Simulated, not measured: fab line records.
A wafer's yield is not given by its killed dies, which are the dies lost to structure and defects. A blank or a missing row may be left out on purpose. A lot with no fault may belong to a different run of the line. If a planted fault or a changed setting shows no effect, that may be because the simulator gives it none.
Matching of chambers || flow n5Finfet || N5_BEOL_M2_ETCH_63 on rieDiel-05: 4 sister chambers
The step etches SiARC in CF4, target depth 15.6 nm, time 26 s. 4 wafers are shown with their chamber, then 9 later ones without.

== WAFERS, EACH WITH ITS CHAMBER ==
{"wafer": "L084.3", "chamber": 1, "drypumpMotorCurrentA (A)": 5.2}
{"wafer": "L084.4", "chamber": 2, "drypumpMotorCurrentA (A)": 6.3}
{"wafer": "L088.5", "chamber": 3, "drypumpMotorCurrentA (A)": 5.6}
{"wafer": "L088.6", "chamber": 0, "drypumpMotorCurrentA (A)": 6.0}

== WAFERS MISSING THEIR CHAMBER ==
{"wafer": "L090.2", "drypumpMotorCurrentA (A)": 5.2}
{"wafer": "L090.4", "drypumpMotorCurrentA (A)": 6.3}
{"wafer": "L090.6", "drypumpMotorCurrentA (A)": 5.6}
{"wafer": "L093.1", "drypumpMotorCurrentA (A)": 5.6}
{"wafer": "L093.2", "drypumpMotorCurrentA (A)": 6.1}
{"wafer": "L093.3", "drypumpMotorCurrentA (A)": 5.2}
{"wafer": "L096.2", "drypumpMotorCurrentA (A)": 5.1}
{"wafer": "L096.3", "drypumpMotorCurrentA (A)": 6.3}
{"wafer": "L096.6", "drypumpMotorCurrentA (A)": 6.3}

== EACH ONE'S CHAMBER ==
{"wafer": "L090.2", "from the rows above": 1, "in truth": 1}
{"wafer": "L090.4", "from the rows above": 2, "in truth": 2}
{"wafer": "L090.6", "from the rows above": 3, "in truth": 3}
{"wafer": "L093.1", "from the rows above": 3, "in truth": 3}
{"wafer": "L093.2", "from the rows above": 0, "in truth": 0}
{"wafer": "L093.3", "from the rows above": 1, "in truth": 1}
{"wafer": "L096.2", "from the rows above": 1, "in truth": 1}
{"wafer": "L096.3", "from the rows above": 2, "in truth": 2}
{"wafer": "L096.6", "from the rows above": 2, "in truth": 2}
9 of 9 placed correctly. From these rows, 0 cannot be placed. Placed wrongly: 0.
How it was worked out, from the rows above alone: a wafer's distance from a chamber is the root of the sum, over the readings, of the square of ((its reading less the chamber's mean) divided by the reading's scatter). If the next closest chamber is less than 2 further off than the closest, the wafer can't be placed; otherwise it belongs to the closest. For every chamber, the mean is computed from those of its wafers that are shown. The scatter (one wafer shown for each chamber): square how far every hidden wafer sits from the nearest shown wafer, average those squares and take the square root.
